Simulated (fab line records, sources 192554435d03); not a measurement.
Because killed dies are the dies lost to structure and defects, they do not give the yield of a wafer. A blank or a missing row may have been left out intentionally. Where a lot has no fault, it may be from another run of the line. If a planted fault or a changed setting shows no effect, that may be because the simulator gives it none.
fab line records + flow n5-finfet
record
- lots=4
- wafers=11
- last-day=18
route steps=1938 shown FIN_SAQP@96 BEOL_M4@1111 PASSIVATION@1936
lots with no fault: from the same line, run without faults
start-h: the number of hours between the record's first day and the start of the first shown wafer of the lot + wait-h: how many hours have passed since the lot's step before this one + " the same as in the row above + L1.1+2: a row that stands for several wafers + - no value, or no start was given + * or withheld: withheld + < > ~ a bound
route shown NAME@n: a module of which the file shows steps, and the number in the route of the first + usual: average and standard deviation across the fault-free wafers + same: alike in all rows + chamber/n: place in a boat + sites: per-site readings + _std_site: their standard deviation + _edge_site: mean of outer sites minus mean of inner sites + radius-mm: how far each site lies from the wafer's centre + mask NAME#n: copy n + behind: the most recent tool/chamber to have shaped the wafer + hold: why the lot went on hold/how many hours it stayed there/how the hold came to an end + device: transistor that didn't switch, given as n, p or np + end of line: tests run on the same wafers once the route is complete + where a step has no rows: the recipe by itself + killed: dies that structure and defects cost at the first sort, which is not the same as the wafer's yield + map: a wafer's dies, marking killed ones x, the rest . and places with no die _
set.NAME: the run value of the setting; set.NAME@STEP: its run value at that earlier step + model.NAME: the simulator's own value behind a step, which no gauge read
lots at some steps of the route; a table a step, a row a wafer
services: when a tool's chamber went out of use (start-h, in hours from the record's first day, below 0 if earlier), for how many hours, and the reason
## steps
# step N5_FIN_SAQP_HM_DEP_03
# recipe
- material=SiNx
- target-thk-a=380
- temp-c=400
- precursor=SiH4/NH3/N2
- pressure-torr=1.5
- rf-w=300
- time-s=33.6
# step N5_FIN_SAQP_PECVD_47
# recipe
- material=a-Si
- target-thk-a=450
- temp-c=400
- precursor=SiH4/He
- pressure-torr=3
- rf-w=100
- time-s=36.3
# step N5_FIN_SAQP_PECVD_48
# recipe
- material=SiNx
- target-thk-a=250
- temp-c=400
- precursor=SiH4/NH3/N2
- pressure-torr=1.5
- rf-w=300
- time-s=22.1
# step N5_FIN_SAQP_PECVD_06
# recipe
- material=a-Si
- target-thk-a=600
- temp-c=400
- precursor=SiH4/He
- pressure-torr=3
- rf-w=100
- time-s=48.1
# step N5_FIN_SAQP_HM_DEP_72
# recipe
- material=SiO2
- target-thk-a=120
- temp-c=400
- precursor=SiH4/N2O
- pressure-torr=0.75
- rf-w=275
- time-s=7.2
# step N5_FIN_SAQP_COAT_49
# recipe
- resist=SOC
- temp-c=250
- time-s=60
- spin-rpm=1500
- resist-thk-nm=100
# step N5_FIN_SAQP_COAT_50
# recipe
- resist=SiARC
- temp-c=220
- time-s=60
- spin-rpm=1500
- resist-thk-nm=35
# step N5_FIN_SAQP_COAT_10
# recipe
- resist=CAR-ArF
- spin-rpm=1500
- resist-thk-nm=90
# step N5_FIN_SAQP_EBR_12
# recipe
- solvent=PGMEA
- ebr-width-mm=1.5
# step N5_FIN_SAQP_SOFTBAKE_11
# recipe
- temp-c=110
- time-s=60
- resist=CAR-ArF
# step N5_FIN_SAQP_EXPOSE_13
# recipe
- mask-id=FIN_CORE
- na=1.35
- source-shape=dipole
- sigma-inner=0.538
- sigma-outer=0.738
- polarization=te
- target-cd-nm=35.6
- dose-mj=63.25
# usual
- exposure-dose-mJ-cm2=63.42/0.23
# same
- sigma-outer=0.738
| lot.wafer | tool            | chamber | start-h | wait-h | mask       | exposure-dose-mJ-cm2 |
|-----------|-----------------|---------|---------|--------|------------|----------------------|
| L878.1    | arfi-scanner-01 | 0       | 21.41   | -      | FIN_CORE#0 | 63.67                |
| L878.4    | "               | 0       | "       | "      | FIN_CORE#0 | 63.71                |
| L878.6    | "               | 0       | "       | "      | FIN_CORE#0 | 63.53                |
| L889.2    | arfi-scanner-01 | 0       | 87.87   | -      | FIN_CORE#0 | 63.68                |
| L889.3    | "               | 0       | "       | "      | FIN_CORE#0 | 63.69                |
| L889.6    | "               | 0       | "       | "      | FIN_CORE#0 | 63.65                |
| L891.3    | arfi-scanner-01 | 0       | 102.28  | -      | FIN_CORE#0 | 63.64                |
| L891.4    | "               | 0       | "       | "      | FIN_CORE#0 | 63.70                |
| L899.1    | arfi-scanner-03 | 0       | 147.96  | -      | FIN_CORE#0 | 63.17                |
| L899.3    | "               | 0       | "       | "      | FIN_CORE#0 | 63.19                |
| L899.4    | "               | 0       | "       | "      | FIN_CORE#0 | 63.14                |
# step N5_FIN_SAQP_PEB_14
# recipe
- peb-temp-c=withheld
- peb-time-s=60
- resist=CAR-ArF
# step N5_FIN_SAQP_DEVELOP_15
# recipe
- develop-time-s=30
- developer=TMAH
- resist=CAR-ArF
- dev-temp-c=23
- rinse-liquid=diw
- dry=air-spin
# step N5_FIN_SAQP_CD_MEAS_16
# recipe
- target-cd-nm=35.6
- landing-energy-ev=500
- detector=se-inlens
# usual
- cd-nm=35.6/0.31
| lot.wafer | tool      | chamber | start-h | wait-h | cd-nm |
|-----------|-----------|---------|---------|--------|-------|
| L878.1    | cd-sem-03 | 0       | 21.53   | -      | 35.5  |
| L878.4    | "         | 0       | "       | "      | 36.0  |
| L878.6    | "         | 0       | "       | "      | 35.4  |
| L889.2    | cd-sem-01 | 0       | 87.99   | -      | 35.0  |
| L889.3    | "         | 0       | "       | "      | 31.1  |
| L889.6    | "         | 0       | "       | "      | 35.1  |
| L891.3    | cd-sem-02 | 0       | 102.40  | -      | 31.1  |
| L891.4    | "         | 0       | "       | "      | 35.6  |
| L899.1    | cd-sem-01 | 0       | 148.08  | -      | 35.9  |
| L899.3    | "         | 0       | "       | "      | 35.7  |
| L899.4    | "         | 0       | "       | "      | 36.0  |
# step N5_FIN_SAQP_DESCUM_21
# recipe
- chemistry=O2
- time-s=7.9
- source-power-w=50
- bias-power-w=20
- pressure-mtorr=20
- rf-frequency-hz=2.712e+07
- temp-c=40
- resist=CAR-ArF
- o2-flow-sccm=225
# step N5_FIN_SAQP_ETCH_51
# recipe
- chemistry=CF4
- target=SiARC
- target-depth-a=455
- mask-material=CAR-ArF
- time-s=75.8
- ion-energy-ev=80
- pressure-mtorr=40
- source-w=545
- bias-w=36
- Ar_flow_sccm=100
- cf4-flow-sccm=100
- ends=cleared
# step N5_FIN_SAQP_ETCH_52
# recipe
- chemistry=N2/H2
- target=SOC
- target-depth-a=1000
- overetch-a=200
- mask-material=SiARC
- temp-c=40
- time-s=150
- ion-energy-ev=200
- pressure-mtorr=30
- source-w=840
- bias-w=150
- n2-flow-sccm=200
- h2-flow-sccm=200
- ends=end-point
# step N5_FIN_SAQP_STRIP_53
# recipe
- chemistry=N2/H2
- temp-c=40
- n2-flow-sccm=200
- h2-flow-sccm=200
- rf-frequency-hz=6e+07
# step N5_FIN_SAQP_HM_OPEN_73
# recipe
- chemistry=CHF3/O2
- target=SiO2
- stop-on=a-Si
- target-depth-a=120
- over-etch-frac=1.8
- mask-material=SOC
- time-s=16.8
- pressure-mtorr=30
- source-w=650
- bias-w=170
- Ar_flow_sccm=200
- CHF3_flow_sccm=50
- O2_flow_sccm=5
- ion-energy-ev=200
- ends=end-point
# step N5_FIN_SAQP_STRIP_74
# recipe
- chemistry=CHF3/O2
- resist=SiARC
- rf-frequency-hz=6e+07
# step N5_FIN_SAQP_MANDREL_ETCH_22
# recipe
- target-depth-a=600
- chemistry=HBr/Cl2
- target=a-Si
- stop-on=SiNx
- bt-time-s=10
- over-etch-frac=0.5
- time-s=30
- pressure-mtorr=10
- icp-w=800
- bias-w=75
- HBr_flow_sccm=150
- Cl2_flow_sccm=80
- ends=end-point
# step N5_FIN_SAQP_STRIP_55
# recipe
- chemistry=N2/H2
- power-w=500
- temp-c=40
- pressure-mtorr=50
- rf-frequency-hz=6e+07
- overash-fraction=0.3
- bias-power-w=28
- h2-frac=0.5
- n2-flow-sccm=300
- h2-flow-sccm=300
# step N5_FIN_SAQP_STRIP_23
# recipe
- chemistry=SPM
- time-s=750
- temp-c=130
- h2so4-h2o2-vol-ratio=4
# step N5_FIN_SAQP_SRD_66
# recipe
- dry=ipa-marangoni
- time-s=30
- temp-c=23
- rinse-liquid=diw
# step N5_FIN_SAQP_RECESS_75
# recipe
- chemistry=HF/NH3
- target=SiO2
- target-depth-a=144
- afs-cycles=3
- temp-c=30
- sublimation-temp-c=180
- sublimation-time-s=60
# step N5_FIN_SAQP_SPACER1_ALD_24
# recipe
- material=SiO2
- target-thk-a=203
- temp-c=300
- ald-precursor-family=BDEAS
- ald-co-reactant=O2-plasma
- pulse-time-s=1
- purge-time-s=2
- co-reactant-purge-time-s=2
- ald-cycles=218
- pressure-torr=2
# step N5_FIN_SAQP_SPACER1_ETCHBACK_25
# recipe
- chemistry=CHF3/O2
- mode=anisotropic-etchback
- target=SiO2
- target-depth-a=244
- time-s=12.2
- pressure-mtorr=30
- source-w=650
- bias-w=170
- Ar_flow_sccm=200
- CHF3_flow_sccm=50
- O2_flow_sccm=5
- ion-energy-ev=200
# step N5_FIN_SAQP_MANDREL1_REMOVE_56
# recipe
- chemistry=HBr/Cl2/O2
- bt-time-s=10
- target=a-Si
- stop-on=SiNx
- endpoint=OES-SiCl
- over-etch-frac=1
- icp-w=600
- bias-w=22
- HBr_flow_sccm=150
- Cl2_flow_sccm=80
- O2_flow_sccm=5
- pressure-mtorr=10
# step N5_FIN_SAQP_ETCH_57
# recipe
- chemistry=CH3F/O2
- target=SiNx
- mask-material=SiO2
- target-depth-a=325
- time-s=46.4
- pressure-mtorr=30
- source-w=395
- bias-w=73
- Ar_flow_sccm=150
- CH3F_flow_sccm=30
- O2_flow_sccm=20
- ion-energy-ev=120
- ends=cleared
# step N5_FIN_SAQP_ETCH_65
# recipe
- chemistry=CF4
- target=SiO2
- target-depth-a=40
- ion-energy-ev=350
- time-s=4.4
- pressure-mtorr=10
- icp-w=800
- bias-w=400
- cf4-flow-sccm=80
# step N5_FIN_SAQP_MANDREL_ETCH_58
# recipe
- chemistry=HBr/Cl2
- target=a-Si
- target-depth-a=450
- bt-time-s=10
- stop-on=SiNx
- mask-material=SiO2
- over-etch-frac=0.8
- time-s=27
- pressure-mtorr=10
- icp-w=800
- bias-w=75
- HBr_flow_sccm=150
- Cl2_flow_sccm=80
- ends=end-point
# step N5_FIN_SAQP_RECESS_63
# recipe
- chemistry=HF/NH3
- target=SiO2
- target-depth-a=180
- afs-cycles=3
- temp-c=30
- sublimation-temp-c=180
- sublimation-time-s=60
# step N5_FIN_SAQP_COAT_68
# recipe
- resist=SOC
- temp-c=250
- time-s=60
- spin-rpm=1500
- resist-thk-nm=100
# step N5_FIN_SAQP_ETCH_69
# recipe
- chemistry=N2/H2
- target=SOC
- target-depth-a=1500
- stop-on=SiNx
- ion-energy-ev=100
- bias-w=61
- pressure-mtorr=30
- source-w=850
- n2-flow-sccm=200
- h2-flow-sccm=200
# step N5_FIN_SAQP_ETCH_67
# recipe
- chemistry=CH3F/O2
- target=SiNx
- target-depth-a=300
- mask-material=SOC
- pressure-mtorr=30
- source-w=395
- bias-w=73
- Ar_flow_sccm=150
- CH3F_flow_sccm=30
- O2_flow_sccm=20
- ion-energy-ev=120
# step N5_FIN_SAQP_STRIP_70
# recipe
- chemistry=N2/H2
- power-w=500
- temp-c=40
- pressure-mtorr=50
- rf-frequency-hz=6e+07
- overash-fraction=0.3
- bias-power-w=28
- h2-frac=0.5
- n2-flow-sccm=300
- h2-flow-sccm=300
# step N5_FIN_SAQP_RECESS_71
# recipe
- chemistry=HF/NH3
- target=SiO2
- target-depth-a=30
- afs-cycles=1
- temp-c=30
- sublimation-temp-c=180
- sublimation-time-s=60
# step N5_BEOL_M4_RC_MEAS_101
# usual
- DIBL_N=36.4/1.4
- DIBL_P=36.4/1.5
- IOFF_N=0.156/0.022
- IOFF_P=0.210/0.023
- ION_N=675/9.1
- ION_P=463/5.7
- SS_N=71.6/0.45
- SS_P=73.3/0.56
- VT_N=250/3.1
- VT_P=-250.3/2.3
| lot.wafer | tool      | chamber | start-h | wait-h | DIBL_N[mV/V] | DIBL_P[mV/V] | IOFF_N[nA/um] | IOFF_P[nA/um] | ION_N[uA/um] | ION_P[uA/um] | SS_N[mV/dec] | SS_P[mV/dec] | VT_N[mV] | VT_P[mV] |
|-----------|-----------|---------|---------|--------|--------------|--------------|---------------|---------------|--------------|--------------|--------------|--------------|----------|----------|
| L878.1    | prober-01 | 0       | 198.31  | 0.0    | 37.2         | 35.0         | 0.148         | 0.237         | 669          | 463          | 71.4         | 72.9         | 252      | -249.4   |
| L878.4    | "         | 0       | "       | "      | 38.8         | 36.1         | 0.167         | 0.237         | 666          | 463          | 72.0         | 74.2         | 251      | -248.5   |
| L878.6    | "         | 0       | "       | "      | 36.1         | 33.2         | 0.125         | 0.192         | 658          | 459          | 72.0         | 72.3         | 255      | -250.7   |
| L889.2    | prober-02 | 0       | 264.84  | 0.2    | 35.3         | 36.3         | 0.129         | 0.206         | 658          | 463          | 71.5         | 73.3         | 256      | -250.7   |
| L889.3    | "         | 0       | "       | "      | 36.1         | 36.3         | 0.136         | 0.203         | 671          | 461          | 72.2         | 73.5         | 254      | -250.2   |
| L889.6    | "         | 0       | "       | "      | 36.7         | 37.7         | 0.145         | 0.223         | 664          | 461          | 71.9         | 73.4         | 253      | -249.0   |
| L891.3    | prober-01 | 0       | 275.32  | 0.3    | 38.9         | 35.3         | 0.159         | 0.225         | 675          | 468          | 71.3         | 73.1         | 249      | -250.0   |
| L891.4    | "         | 0       | "       | "      | 39.6         | 35.1         | 0.165         | 0.218         | 667          | 458          | 72.0         | 73.3         | 250      | -248.5   |
| L899.1    | prober-01 | 0       | 317.48  | 0.0    | 39.6         | 39.2         | 0.214         | 0.253         | 692          | 468          | 72.1         | 74.1         | 246      | -248.8   |
| L899.3    | "         | 0       | "       | "      | 38.3         | 38.4         | 0.193         | 0.231         | 689          | 468          | 71.8         | 73.4         | 247      | -248.4   |
| L899.4    | "         | 0       | "       | "      | 37.3         | 36.2         | 0.175         | 0.206         | 678          | 461          | 71.2         | 73.4         | 248      | -250.1   |
# step N5_PASSIVATION_PROBE_49
# usual
- defect-limited-yield=91.5/1.3
- killed_at_M0_to_M3=33/10
- killed_at_M4_up=13/4
- killed-at-contacts=12/6.3
- killed-at-front-end=39/11
- killed-at-other=3.4/2.6
- killed-dies=100/15
- killed-open=65/11
- killed-short=34/7.8
- sort_bin_5_function=5.0/0.89
- sort_bin_6_memory=3.2/0.58
- sort-n-pass=1080/15
- sort-yield-pct=91.5/1.3
# same
- gross-dies=1180
- killed-at-back-side=0
- sort_bin_4_leakage[%]=0
- sort_bin_8_speed[%]=0
| lot.wafer | tool      | chamber | start-h | wait-h | defect-limited-yield[%] | killed_at_M0_to_M3 | killed_at_M4_up | killed-at-contacts | killed-at-front-end | killed-at-other | killed-dies | killed-open | killed-short | sort_bin_5_function[%] | sort_bin_6_memory[%] | sort-n-pass | sort-yield-pct[%] |
|-----------|-----------|---------|---------|--------|-------------------------|--------------------|-----------------|--------------------|---------------------|-----------------|-------------|-------------|--------------|------------------------|----------------------|-------------|-------------------|
| L889.3    | prober-02 | -       | 382.14  | 0.1    | 89.7                    | 22                 | 10              | 8                  | 79                  | 2               | 121         | 53          | 25           | 8.0                    | 1.9                  | 1059        | 89.7              |
| L891.3    | prober-01 | -       | 389.24  | 0.1    | 86.4                    | 48                 | 13              | 7                  | 88                  | 5               | 161         | 75          | 44           | 9.7                    | 3.6                  | 1019        | 86.4              |
# killed by level:class
L889.3 FIN_SAQP:area-expose=40 FIN_SAQP:geometric-particle:short=10 MOL_CONTACT_COAG:geometric-particle:open=8 BEOL_M1:geometric-particle:open=8 FIN_SAQP:geometric-particle:open=7 STI_FIN_REVEAL:geometric-particle:open=6 BEOL_M0_SAQP:geometric-particle:open=4 BEOL_M0_SAQP:geometric-particle:short=4
L891.3 FIN_SAQP:area-expose=42 FIN_SAQP:geometric-particle:open=11 BEOL_M0_SAQP:geometric-particle:open=11 FIN_SAQP:geometric-particle:short=10 BEOL_M0_SAQP:geometric-particle:short=10 BEOL_M3:geometric-particle:open=8 STI_FIN_REVEAL:geometric-particle:open=6 MOL_CONTACT_COAG:geometric-particle:open=6
# map L889.6 (x killed, . not)
_________________..x.....x..x________________
______________.............x.x.._____________
___________x........x..............__________
__________..............x.....x....._________
________...........x.....x.x.x........_______
_______....x....x..........x..x.x......______
______............................x....._____
_____.x...x....x....x...x......x.........____
____......x.....................x.....x...___
___..x........................xx.....x.....__
___.x.....x........................x.......__
__....x..x.....x.x.........x.x..x.....x..x.._
__.....x....xx....x.x.....x..x.............._
_........x.......x.....x.......x.............
_........x...x....x..........xxx....x.x...xxx
_.xx...xx...x............x...................
_.............xx......x..............x.......
_...........x.x............x.x...xx.x.....x..
_..x.x...........................x...........
_......x........x..........x............x....
_...xx.x.......x....x.............x..........
__x..x.x....x..x..............x............._
__.x..x..x.......................x.........._
___x...x...x.......x...x....x...x.x..x.....__
___....................x.........x...x.....__
____......xxx............x................___
_____..........x......x..x...xx..x..x....____
______...x.....x...x...................._____
_______........x..x..................x.______
________....................xx........_______
__________..x....x.................._________
___________.....x...xx............x__________
______________xx.......x......x._____________
_________________..x......x..________________
# map L891.3 (x killed, . not)
_________________x.x........x________________
______________......x..........._____________
___________..........x.....x.......__________
__________.x..x..x.................._________
________.......x.x...x......x........._______
_______.....x............x.x......x....______
______.........x.......x....x....x......_____
_____.x....x.......x..xx.................____
____........x.x.x..........x.x............___
___...............x...x...x.x.x........xx..__
___...........x...........x.....x..........__
__....x......xx..............x.............._
__.........x...x..xx.....x............x..x.._
_x.......x..xxx..x.xx....x...x...............
_.....x.........xx..x.....x............x.....
_.........x.....x...x....xxx..x..x...........
_...x.x...x.......x..xx....x...x.............
_x...x...xx......xxxx........x...x...x....x..
_.....x...x.......x......x..x........x......x
_...........x.x....x......x......x.....xx....
_.......x..x.x.x.......x........x..x....x....
__.......x........x....x.....x.x............_
__......x.x.........x......x............x..._
___......x...x...........x.......x.........__
___...x...x.....xx............x............__
____......................................___
_____..x.............x......x.....x....x.____
______x.......x........................x_____
_______..x..x...x........x..x.x........______
________...x....x....x....x..........._______
__________..................x......._________
___________...................x.x..__________
______________.............xx..._____________
_________________...x........________________
## services
| tool            | chamber | start-h | hours | kind        |
|-----------------|---------|---------|-------|-------------|
| arfi-scanner-03 | -       | 2.63    | 0.8   | pm          |
| arfi-scanner-01 | -       | 22.35   | 0.9   | repair      |
| arfi-scanner-01 | -       | 26.01   | 16.0  | pm          |
| arfi-scanner-03 | -       | 30.57   | 3.8   | repair      |
| arfi-scanner-01 | 0       | 44.76   | -     | calibration |
| arfi-scanner-01 | -       | 50.21   | 0.8   | pm          |
| arfi-scanner-01 | -       | 55.54   | 1.0   | pm          |
| arfi-scanner-03 | -       | 62.70   | 1.0   | pm          |
| arfi-scanner-03 | -       | 72.04   | 0.6   | repair      |
| arfi-scanner-03 | -       | 87.36   | 4.9   | pm          |
| arfi-scanner-03 | -       | 98.17   | 0.9   | repair      |
| arfi-scanner-01 | -       | 106.67  | 1.3   | pm          |
| arfi-scanner-03 | -       | 107.46  | 36.0  | pm          |
| arfi-scanner-01 | -       | 115.80  | 0.3   | repair      |
| arfi-scanner-03 | -       | 143.46  | 1.3   | pm          |
| arfi-scanner-01 | -       | 146.92  | 3.0   | pm          |
## key
first-sign
- step=N5_FIN_SAQP_CD_MEAS_16
- reading=cd-nm
- direction=down
- sigmas=14
- usual=35.6
- struck=31.1
effect
- step=N5_PASSIVATION_PROBE_49
- reading=sort_bin_5_function
- direction=up
- sigmas=4.3
- usual=5.0
- struck=8.9
more-kills-born-at
- N5_FIN_SAQP_EXPOSE_13@arfi-scanner-01=82
met-at N5_FIN_SAQP_EXPOSE_13
struck-wafers L889.3,L891.3
onset-between 21.41 87.87
fault
- kind=process-parameter-drift
- tool=arfi-scanner-01
- chamber=-
- onset-h=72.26
- steps=N5_FIN_SAQP_EXPOSE_13
- channel=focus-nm
- offset=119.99
- shape=step
- end-h=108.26
- scope=struck-wafers-only
